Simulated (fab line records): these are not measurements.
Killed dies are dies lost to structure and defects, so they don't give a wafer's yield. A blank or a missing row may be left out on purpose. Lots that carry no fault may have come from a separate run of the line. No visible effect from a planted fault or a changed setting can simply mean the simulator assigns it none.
Which tool was responsible? ; flow n5Finfet ; Sampling: 11 lots, 33 wafers, 2 of 1938 route steps

== WHAT EACH GAUGE READ, for each wafer ==
N5_BEOL_M10_THK_MEAS_53: measures by xrf. Usual: M10_THK typically reads 137.4 nm, with standard deviation 2.6.
lot;measured;on;M10_THK (nm);flag
L813;day 10 06:33;filmMetro-01;133.1 132.1 135.7;
L814;day 10 11:22;filmMetro-01;136.2 138.1 137.8;
L817;day 11 13:20;filmMetro-01;138.6 138.2 139.0;
L822;day 12 01:31;filmMetro-02;139.0 141.2 138.1;
L821;day 12 01:58;filmMetro-02;137.1 138.0 134.4;
L825;day 13 02:03;filmMetro-02;138.2 135.7 139.2;
L826;day 13 09:26;filmMetro-02;135.5 135.8 135.3;
L827;day 13 20:04;filmMetro-02;140.4 136.3 138.0;
L831;day 14 19:20;filmMetro-02;138.5 137.5 138.1;
L833;day 15 05:11;filmMetro-02;138.4 135.8 138.5;
L835;day 15 18:25;filmMetro-02;138.8 141.5 138.3;

N5_BEOL_M11_THK_MEAS_01. Usual: M11_ILD_THK typically reads 268 nm, with standard deviation 3.3.
lot;measured;on;M11_ILD_THK (nm);flag
L813;day 10 07:20;filmMetro-01;267 271 273;
L814;day 10 12:25;filmMetro-01;267 268 267;
L817;day 11 14:19;filmMetro-01;264 269 268;
L822;day 12 02:18;filmMetro-01;266 266 271;
L821;day 12 02:45;filmMetro-01;267 274 269;
L825;day 13 03:21;filmMetro-01;262 265 271;
L826;day 13 10:13;filmMetro-01;269 272 272;
L827;day 13 20:54;filmMetro-02;265 263 274;
L831;day 14 20:48;filmMetro-02;269 273 271;
L833;day 15 07:26;filmMetro-01;262 266 268;
L835;day 15 19:12;filmMetro-01;263 267 268;

== WHAT TOOL EACH LOT RAN ON (gives the tool, then ch and the chambers of the sampled wafers, and finally the start) ==
There is no process step in the record ahead of these readings.

== AS READ BY THE TOOLS THEMSELVES (means over the sampled wafers that have a number; for cases with no such wafer, the mark the record gives instead) ==
The record holds no such reading with a usual standard deviation.

== THE ANSWER, worked out from the rows above alone ==
Rule: a lot counts as off when the mean over its wafers that have a number is more than 3 standard deviations away from the usual mean. Also off: a lot with no number at a reading for which 4 or more lots have one. The other lots that the step has rows for count as sound. The gauges are gone through in route order, then the tools' own readings, and for those a lot's mean is taken as printed above. The first step at which some lot is off is used, and at that step the reading that is off furthest; a lot without a number counts as furthest.
No lot is off on any of the readings shown, so nothing can be concluded from this.

== WHAT THE SIMULATOR PUT IN ==
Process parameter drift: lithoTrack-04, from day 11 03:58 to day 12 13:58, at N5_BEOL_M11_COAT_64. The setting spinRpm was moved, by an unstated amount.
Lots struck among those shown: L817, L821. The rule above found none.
